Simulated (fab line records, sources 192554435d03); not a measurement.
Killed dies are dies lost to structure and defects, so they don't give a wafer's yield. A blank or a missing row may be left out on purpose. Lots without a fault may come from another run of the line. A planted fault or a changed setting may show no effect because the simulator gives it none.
fab line records | flow n5_finfet
record lots=11 wafers=32 last_day=17
route steps=1938 shown SPACER0@258 SD_EPI_N@279 PASSIVATION@1936
lots that met no fault: from a run of the same line without faults
start_h: hours from the record's first day to the start of the lot's first wafer shown | wait_h: hours since the lot's step before | " the same as in the row above | L1.1+2: a row that stands for several wafers | - no value, or no start given | * or withheld: withheld | < > ~ a bound
route shown NAME@n: a module of which the file shows steps, and the number in the route of the first | usual: mean/standard deviation of fault-free wafers | same: alike in all rows | chamber/n: place in a boat | sites: the reading at each site | _std_site: their standard deviation | _edge_site: outer sites' mean less inner sites' | radius_mm: how far each site lies from the wafer's centre | mask NAME#n: copy n | behind: the tool/chamber that last shaped the wafer | hold: why the lot was held/for how many hours/how that ended | device: the transistor (n, p or np) that didn't switch | end of line: the same wafers' tests at the end of the route | a step without rows: its recipe alone | killed: dies lost to structure and defects at the first sort, not the wafer's yield | map: a wafer's dies, x killed, . not, _ none there
set.NAME: the setting as run; set.NAME@STEP: as run at that earlier step | model.NAME: the simulator's own value behind a step, which no gauge read
steps of the route over a sample of lots; a table a step, a row a wafer
services: from which hour (start_h, from the record's first day; less than 0 if before it) a tool's chamber was out of use, for how many hours, and why
## steps
# step N5_SPACER0_ALD_07
# recipe material=SiNx target_thk_a=20 temp_c=400 ald_precursor_family=SiH2I2 ald_co_reactant=N2/H2-plasma pressure_torr=2
# usual chamber_pressure_Torr=2.001/0.0045 heater_power_w=862/93
# columns lot.wafer tool chamber start_h wait_h chamber_pressure_Torr heater_power_w
L270.2 ald_sin-01 2 48.20 0.0 1.996 732
L270.4 " 1 " " 1.999 834
L270.5 " 3 " " 2.008 872
L271.1 ald_sin-02 3 55.49 0.1 1.998 1101
L271.3 " 0 " " 2.014 878
L271.6 " 0 " " 2.002 893
L272.1 ald_sin-03 0 60.39 0.3 2.000 869
L272.2 " 1 " " 2.001 709
L272.3 " 3 " " 1.999 768
L274.2 ald_sin-03 1 72.60 1.9 1.993 708
L274.3 " 2 " " 2.007 958
L274.5 " 0 " " 2.002 872
L276.2 ald_sin-01 1 83.67 0.2 2.000 841
L276.3 " 3 " " 1.998 900
L276.6 " 3 " " 2.009 902
L277.2 ald_sin-01 1 90.57 1.6 2.002 848
L277.3 " 0 " " 1.995 824
L277.4 " 1 " " 1.999 839
L278.1 ald_sin-02 3 97.57 0.6 2.003 1074
L278.2 " 0 " " 2.005 889
L283.2 ald_sin-01 0 127.01 0.2 2.001 825
L283.5 " 1 " " 1.999 834
L283.6 " 0 " " 2.001 837
L285.1 ald_sin-01 3 137.37 0.0 1.997 866
L285.3 " 0 " " 1.998 823
L285.5 " 1 " " 2.004 848
L290.1 ald_sin-02 3 169.75 0.0 1.997 1064
L290.5 " 2 " " 2.011 891
L290.6 " 1 " " 1.999 801
L291.2 ald_sin-02 0 173.95 0.0 1.999 873
L291.3 " 1 " " 2.002 825
L291.5 " 3 " " 1.998 1109
# step N5_SD_EPI_N_ETCH_16
# recipe chemistry=CHF3/O2 target=SiO2 target_depth_a=50 mask_material=SOC pressure_mtorr=30 source_w=650 bias_w=170 Ar_flow_sccm=200 CHF3_flow_sccm=50 O2_flow_sccm=5 ion_energy_ev=200
# usual drypump_motor_current_A=5.6/0.4 oes_product_au=0.81/0.088 rf_vpp_V=528/8.1 showerhead_plenum_p_Torr=2.41/0.07 throttle_valve_pct=18.9/0.31
# columns lot.wafer tool chamber start_h wait_h drypump_motor_current_A oes_product_au rf_hours_counter_h rf_vpp_V showerhead_plenum_p_Torr throttle_valve_pct
L270.2 rie_diel-05 0 49.87 0.1 5.5 0.88 23 533 2.54 18.4
L270.4 " 1 " " 5.5 0.79 - 524 2.43 19.3
L270.5 " 3 " " 5.6 0.77 - 513 2.43 19.0
L271.1 rie_diel-01 3 57.42 0.1 5.2 0.96 5 535 2.37 18.9
L271.3 " 2 " " 5.8 0.74 178 526 2.38 19.2
L271.6 " 2 " " 5.8 0.73 - 525 2.38 19.2
L272.1 rie_diel-03 3 62.10 0.1 5.6 0.88 55 534 2.55 18.8
L272.2 " 1 " " 6.7 0.70 246 539 2.36 19.0
L272.3 " 0 " " 5.5 0.70 208 518 2.30 18.8
L274.2 rie_diel-01 0 74.14 0.1 5.1 0.90 28 529 2.36 18.5
L274.3 " 3 " " 5.2 0.93 12 535 2.37 18.9
L274.5 " 0 " " 5.1 0.90 - 530 2.36 18.5
L276.2 rie_diel-05 3 85.35 0.1 5.6 0.76 158 514 2.43 19.0
L276.3 " 0 " " 5.6 0.85 37 533 2.53 18.4
L276.6 " 1 " " 5.5 0.76 - 525 2.42 19.4
L277.2 rie_diel-05 2 92.24 0.1 6.2 0.71 193 527 2.48 19.0
L277.3 " 3 " " 5.6 0.75 161 513 2.42 19.0
L277.4 " 0 " " 5.5 0.84 39 534 2.53 18.4
L278.1 rie_diel-01 2 99.37 0.1 5.7 0.72 195 525 2.38 19.2
L278.2 " 3 " " 5.2 0.91 21 536 2.37 18.9
L283.2 rie_diel-01 3 128.68 0.1 5.2 0.89 33 536 2.36 18.9
L283.5 " 2 " " 5.8 0.72 - 525 2.37 19.2
L283.6 " 3 " " 5.2 0.88 - 535 2.36 18.9
L285.1 rie_diel-01 2 139.11 0.1 5.8 0.71 212 525 2.37 19.2
L285.3 " 0 " " 5.1 0.85 55 529 2.35 18.6
L285.5 " 2 " " 5.7 0.71 - 524 2.37 19.2
L290.1 rie_diel-01 2 171.43 0.1 5.8 0.70 225 524 2.37 19.3
L290.5 " 0 " " 5.1 0.83 - 527 2.35 18.6
L290.6 " 3 " " 5.2 0.85 - 534 2.36 19.0
L291.2 rie_diel-05 0 175.49 0.1 5.6 0.81 65 532 2.52 18.4
L291.3 " 1 " " 5.5 0.73 197 524 2.41 19.4
L291.5 " 2 " " 6.2 0.69 - 525 2.47 19.1
# step N5_SD_EPI_N_EPI_21
# recipe material=Si:P dopant=P temp_c=680 pressure_torr=255 time_s=690
# usual chamber_pressure_Torr=255.0/0.58 epi_growth_time_s=690/0
# columns lot.wafer tool chamber start_h wait_h chamber_pressure_Torr epi_growth_time_s
L270.2 epi_rpcvd-04 0 51.48 0.4 254.8 690
L270.4 " 0 " " 253.9 690
L270.5 " 0 " " 254.8 690
L271.1 epi_rpcvd-03 0 58.63 0.1 254.6 690
L271.3 " 0 " " 255.4 690
L271.6 " 0 " " 255.8 690
L272.1 epi_rpcvd-03 0 63.34 0.2 255.3 690
L272.2 " 0 " " 255.6 690
L272.3 " 0 " " 254.5 690
L274.2 epi_rpcvd-03 0 75.48 0.4 254.4 690
L274.3 " 0 " " 255.1 690
L274.5 " 0 " " 254.9 690
L276.2 epi_rpcvd-01 0 86.69 0.4 255.5 690
L276.3 " 0 " " 254.3 690
L276.6 " 0 " " 254.6 690
L277.2 epi_rpcvd-03 0 93.57 0.4 254.6 690
L277.3 " 0 " " 254.2 690
L277.4 " 0 " " 254.6 690
L278.1 epi_rpcvd-03 0 100.44 0.1 255.9 690
L278.2 " 0 " " 256.4 690
L283.2 epi_rpcvd-01 0 130.02 0.4 254.4 690
L283.5 " 0 " " 255.2 690
L283.6 " 0 " " 254.3 690
L285.1 epi_rpcvd-03 0 140.19 0.1 255.7 690
L285.3 " 0 " " 255.1 583.35
L285.5 " 0 " " 254.8 583.35
L290.1 epi_rpcvd-01 0 172.67 0.2 254.7 690
L290.5 " 0 174.16 1.5 255.4 690
L290.6 " 0 " " 254.5 690
L291.2 epi_rpcvd-04 0 177.33 0.7 255.1 690
L291.3 " 0 " " 255.2 690
L291.5 " 0 178.82 2.0 255.1 690
# step N5_SD_EPI_N_EPI_MEAS_23
# recipe mode=xrd
# usual thk_nm=58.9/1
# columns lot.wafer tool chamber start_h wait_h thk_nm
L270.2 film_metro-01 - 52.92 1.2 60.1
L270.4 " - " " 59.1
L270.5 " - " " 61.1
L271.1 film_metro-02 - 60.36 1.5 58.5
L271.3 " - " " 59.5
L271.6 " - " " 59.5
L272.1 film_metro-01 - 65.62 1.9 59.5
L272.2 " - " " 59.4
L272.3 " - " " 59.2
L274.2 film_metro-02 - 76.92 1.2 57.7
L274.3 " - " " 59.3
L274.5 " - " " 59.0
L276.2 film_metro-02 - 88.13 1.2 58.1
L276.3 " - " " 58.5
L276.6 " - " " 58.6
L277.2 film_metro-01 - 95.01 1.2 59.9
L277.3 " - " " 59.2
L277.4 " - " " 58.1
L278.1 film_metro-02 - 102.16 1.4 55.8
L278.2 " - " " 59.5
L283.2 film_metro-01 - 131.45 1.2 58.9
L283.5 " - " " 56.7
L283.6 " - " " 57.9
L285.1 film_metro-01 - 141.92 1.5 59.4
L285.3 " - " " 54.7
L285.5 " - " " 52.8
L290.1 film_metro-01 - 174.95 1.9 59.8
L290.5 " - " " 58.4
L290.6 " - " " 58.2
L291.2 film_metro-02 - 179.85 2.0 60.2
L291.3 " - " " 58.0
L291.5 " - " " 59.6
# step N5_SD_EPI_N_LINER_46
# recipe material=SiNx target_thk_a=30 temp_c=400 ald_precursor_family=SiH2I2 ald_co_reactant=N2/H2-plasma pressure_torr=2
# usual chamber_pressure_Torr=2.000/0.0043 heater_power_w=890/130
# columns lot.wafer tool chamber start_h wait_h chamber_pressure_Torr heater_power_w
L270.2 ald_sin-02 1 53.38 0.3 2.002 838
L270.4 " 0 " " 1.997 883
L270.5 " 2 " " 1.998 919
L271.1 ald_sin-04 2 60.67 0.2 2.007 683
L271.3 " 0 " " 1.998 880
L271.6 " 2 " " 2.003 678
L272.1 ald_sin-04 0 65.96 0.2 2.009 880
L272.2 " 2 " " 2.011 687
L272.3 " 1 " " 1.997 1081
L274.2 ald_sin-04 0 77.29 0.2 2.005 850
L274.3 " 2 " " 1.998 677
L274.5 " 3 " " 2.003 866
L276.2 ald_sin-02 3 88.43 0.1 2.002 1070
L276.3 " 0 " " 2.000 904
L276.6 " 1 " " 1.991 832
L277.2 ald_sin-04 2 96.71 1.5 1.988 682
L277.3 " 1 " " 2.002 1080
L277.4 " 0 " " 2.003 882
L278.1 ald_sin-02 1 102.47 0.2 2.003 835
L278.2 " 0 " " 1.999 875
L283.2 ald_sin-02 0 131.84 0.2 2.006 891
L283.5 " 1 " " 2.001 829
L283.6 " 2 " " 2.003 916
L285.1 ald_sin-02 0 142.23 0.2 1.991 868
L285.3 " 1 " " 2.003 832
L285.5 " 1 " " 2.005 809
L290.1 ald_sin-02 1 175.25 0.2 1.996 825
L290.5 " 2 " " 1.998 939
L290.6 " 3 " " 2.007 1064
L291.2 ald_sin-04 0 180.25 0.2 1.996 863
L291.3 " 3 " " 2.000 886
L291.5 " 0 " " 2.003 866
# step N5_PASSIVATION_PROBE_49
# usual killed_at_M0_to_M3=32/9.7 killed_at_M4_up=14/5.3 killed_at_contacts=11/6 killed_at_front_end=39/14 killed_at_other=3.3/2.7 killed_dies=100/17 killed_open=66/13 killed_short=32/7.4
# same gross_dies=1180 killed_at_back_side=0
# columns lot.wafer tool chamber start_h wait_h killed_at_M0_to_M3 killed_at_M4_up killed_at_contacts killed_at_front_end killed_at_other killed_dies killed_open killed_short
L271.1 prober-02 - 277.72 0.0 31 14 4 30 2 81 54 26
L271.3 prober-02 - 277.82 0.1 52 5 17 26 3 103 67 36
L271.6 prober-02 - 277.97 0.3 29 13 9 27 2 80 56 24
L270.2 prober-02 - 283.46 0.1 34 18 9 28 5 94 63 31
L270.4 prober-02 - 283.56 0.2 30 10 7 13 7 67 42 25
L270.5 prober-02 - 283.61 0.2 45 13 2 31 4 95 59 36
L272.1 prober-02 - 300.28 0.0 33 15 21 34 8 111 71 40
L272.2 prober-02 - 300.33 0.1 28 19 18 38 0 103 65 36
L272.3 prober-02 - 300.38 0.1 42 12 11 31 6 102 79 23
L285.1 prober-02 - 355.56 0.0 29 14 17 34 5 99 70 28
L285.3 prober-02 - 355.66 0.1 36 13 8 27 4 88 53 35
L285.5 prober-02 - 355.76 0.2 39 10 12 35 9 105 68 37
L291.2 prober-02 - 392.33 0.1 52 25 2 28 1 108 70 35
L291.3 prober-02 - 392.38 0.1 39 15 2 41 0 97 61 28
L291.5 prober-02 - 392.48 0.2 40 21 8 55 1 125 80 36
# killed by level:class
L271.1 FIN_SAQP:geometric_particle:open=12 BEOL_M2:geometric_particle:open=11 BEOL_M1:geometric_particle:open=5 MOL_CONTACT_COAG:geometric_particle:open=4 BEOL_M0_SAQP:geometric_particle:open=4 BEOL_M0_SAQP:geometric_particle:short=4 BEOL_M5:geometric_particle:short=4 BEOL_M8:geometric_particle:open=4
L271.3 MOL_CONTACT_COAG:geometric_particle:open=14 BEOL_M0_SAQP:geometric_particle:short=11 BEOL_M0_SAQP:geometric_particle:open=11 BEOL_M2:geometric_particle:open=11 FIN_SAQP:geometric_particle:open=9 FIN_SAQP:geometric_particle:short=7 BEOL_M1:geometric_particle:open=7 BEOL_M2:geometric_particle:short=5
L271.6 MOL_CONTACT_COAG:geometric_particle:open=9 BEOL_M0_SAQP:geometric_particle:short=9 FIN_SAQP:geometric_particle:open=7 BEOL_M2:geometric_particle:open=7 BEOL_M0_SAQP:geometric_particle:open=5 BEOL_M8:geometric_particle:open=5 STARTING-WAFER:geometric_particle:open=5 BEOL_M1:geometric_particle:open=4
L270.2 BEOL_M2:geometric_particle:open=13 MOL_CONTACT_COAG:geometric_particle:open=9 FIN_SAQP:geometric_particle:short=8 BEOL_M4:geometric_particle:open=8 BEOL_M1:geometric_particle:open=7 FIN_SAQP:geometric_particle:open=6 GATE_CUT:geometric_particle:short=5 BEOL_M0_SAQP:geometric_particle:short=5
L270.4 BEOL_M3:geometric_particle:open=8 MOL_CONTACT_COAG:geometric_particle:open=6 BEOL_M0_SAQP:geometric_particle:open=6 BEOL_M0_SAQP:geometric_particle:short=5 FIN_SAQP:geometric_particle:short=4 BEOL_M2:geometric_particle:open=4 BEOL_M3:geometric_particle:short=4 MIM_TOP_ETCH:geometric_particle:open=3
L270.5 BEOL_M3:geometric_particle:open=11 FIN_SAQP:geometric_particle:short=10 BEOL_M0_SAQP:geometric_particle:open=9 BEOL_M0_SAQP:geometric_particle:short=9 BEOL_M2:geometric_particle:open=9 FIN_SAQP:geometric_particle:open=6 GATE_CUT:geometric_particle:short=4 BEOL_M1:geometric_particle:open=4
L272.1 MOL_CONTACT_COAG:geometric_particle:open=13 STI_FIN_REVEAL:geometric_particle:open=11 BEOL_M4:geometric_particle:open=9 BEOL_M1:geometric_particle:short=8 MOL_CONTACT_COAG:geometric_particle:short=8 BEOL_M1:geometric_particle:open=7 FIN_SAQP:geometric_particle:short=5 BEOL_M0_SAQP:geometric_particle:short=5
L272.2 MOL_CONTACT_COAG:geometric_particle:open=14 ILD0:geometric_particle:open=8 FIN_SAQP:geometric_particle:open=7 BEOL_M1:geometric_particle:open=7 BEOL_M4:geometric_particle:open=7 FIN_SAQP:geometric_particle:short=6 BEOL_M3:geometric_particle:open=6 BEOL_M4:geometric_particle:short=6
L272.3 BEOL_M0_SAQP:geometric_particle:open=15 MOL_CONTACT_COAG:geometric_particle:open=11 STI_FIN_REVEAL:geometric_particle:open=8 BEOL_M1:geometric_particle:open=8 BEOL_M0_SAQP:geometric_particle:short=7 BEOL_M4:geometric_particle:open=7 DUMMY_GATE:geometric_particle:open=6 BEOL_M2:geometric_particle:open=4
L285.1 MOL_CONTACT_COAG:geometric_particle:open=14 STI_FIN_REVEAL:geometric_particle:open=11 BEOL_M4:geometric_particle:open=11 BEOL_M0:geometric_particle:open=7 BEOL_M0_SAQP:geometric_particle:short=6 FIN_SAQP:geometric_particle:short=5 DUMMY_GATE:geometric_particle:short=4 BEOL_M0_SAQP:geometric_particle:open=4
L285.3 BEOL_M0_SAQP:geometric_particle:open=16 BEOL_M0_SAQP:geometric_particle:short=11 MOL_CONTACT_COAG:geometric_particle:open=7 FIN_SAQP:geometric_particle:open=5 FIN_SAQP:geometric_particle:short=5 STI_FIN_REVEAL:geometric_particle:open=5 BEOL_M4:geometric_particle:open=5 BEOL_M2:geometric_particle:open=4
L285.5 BEOL_M0_SAQP:geometric_particle:short=20 STI_FIN_REVEAL:geometric_particle:open=14 MOL_CONTACT_COAG:geometric_particle:open=12 BEOL_M0_SAQP:geometric_particle:open=7 FIN_SAQP:geometric_particle:open=5 BEOL_M3:geometric_particle:open=5 BEOL_M4:geometric_particle:open=5 BEOL_M2:geometric_particle:open=4
L291.2 BEOL_M0_SAQP:geometric_particle:open=19 BEOL_M0_SAQP:geometric_particle:short=13 BEOL_M3:geometric_particle:open=9 FIN_SAQP:geometric_particle:open=8 BEOL_M4:geometric_particle:open=8 BEOL_M1:geometric_particle:open=6 FIN_SAQP:geometric_particle:short=5 BEOL_M5:geometric_particle:short=4
L291.3 BEOL_M0_SAQP:geometric_particle:open=15 FIN_SAQP:geometric_particle:open=12 BEOL_M0_SAQP:geometric_particle:short=10 BEOL_M4:geometric_particle:open=10 FIN_SAQP:geometric_particle:short=8 HKMG_FIN:area_etch=7 BEOL_M1:geometric_particle:open=6 BEOL_M3:geometric_particle:open=4
L291.5 FIN_SAQP:geometric_particle:short=10 FIN_SAQP:geometric_particle:open=10 BEOL_M0_SAQP:geometric_particle:open=10 BEOL_M3:geometric_particle:open=10 HKMG_FIN:area_etch=8 BEOL_M1:geometric_particle:open=7 MOL_CONTACT_COAG:geometric_particle:open=6 BEOL_M4:geometric_particle:open=5
## services
# columns tool chamber start_h hours kind
ald_sin-01 - 25.13 0.7 repair
rie_diel-01 3 31.73 - clean
rie_diel-01 3 31.73 - consumable_replace:focus_ring
ald_sin-02 3 33.34 10.7 repair
epi_rpcvd-04 - 45.89 1.1 repair
ald_sin-01 2 54.48 36.2 repair
ald_sin-02 1 56.56 12.0 repair
ald_sin-04 3 56.58 13.4 repair
ald_sin-01 3 63.34 11.1 repair
ald_sin-02 - 69.06 6.0 pm
rie_diel-05 0 77.23 7.1 repair
epi_rpcvd-04 - 78.28 1.6 repair
ald_sin-03 - 85.54 14.0 pm
ald_sin-02 - 88.84 0.5 repair
rie_diel-01 1 94.09 2.9 repair
ald_sin-01 2 121.58 1.6 repair
rie_diel-05 0 122.16 10.0 repair
rie_diel-03 - 128.90 15.6 pm
ald_sin-01 0 155.56 9.1 repair
epi_rpcvd-04 - 167.45 8.1 pm
rie_diel-03 0 168.28 7.7 repair
ald_sin-01 - 176.91 14.0 pm
rie_diel-01 - 178.16 0.7 repair
epi_rpcvd-03 - 179.89 0.9 repair
## key
first_sign step=N5_SD_EPI_N_EPI_21 reading=epi_growth_time_s direction=down sigmas=99+ usual=* struck=*
effect step=N5_SD_EPI_N_EPI_MEAS_23 reading=thk_nm direction=down sigmas=4.9 usual=* struck=*
met_at N5_SD_EPI_N_EPI_21
struck_lots L285
struck_wafers L285.3,L285.5
tester_left_out L285
not_acting_at N5_SPACER0_ALD_07,N5_SD_EPI_N_ETCH_16,N5_SD_EPI_N_LINER_46
onset_between 100.44 140.19
fault kind=process_parameter_drift tool=epi_rpcvd-03 chamber=- onset_h=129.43 steps=N5_SD_EPI_N_EPI_21 channel=epi_growth_time_s offset=* shape=step end_h=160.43 scope=struck_wafers_only stated=*
# tester_left_out: of these lots the tester's yield and bins aren't shown, on N5 and GAA mostly nor the transistor test; their killed dies are dies lost to structure and defects alone, not to doping, threshold or leakage, so they don't give the yield
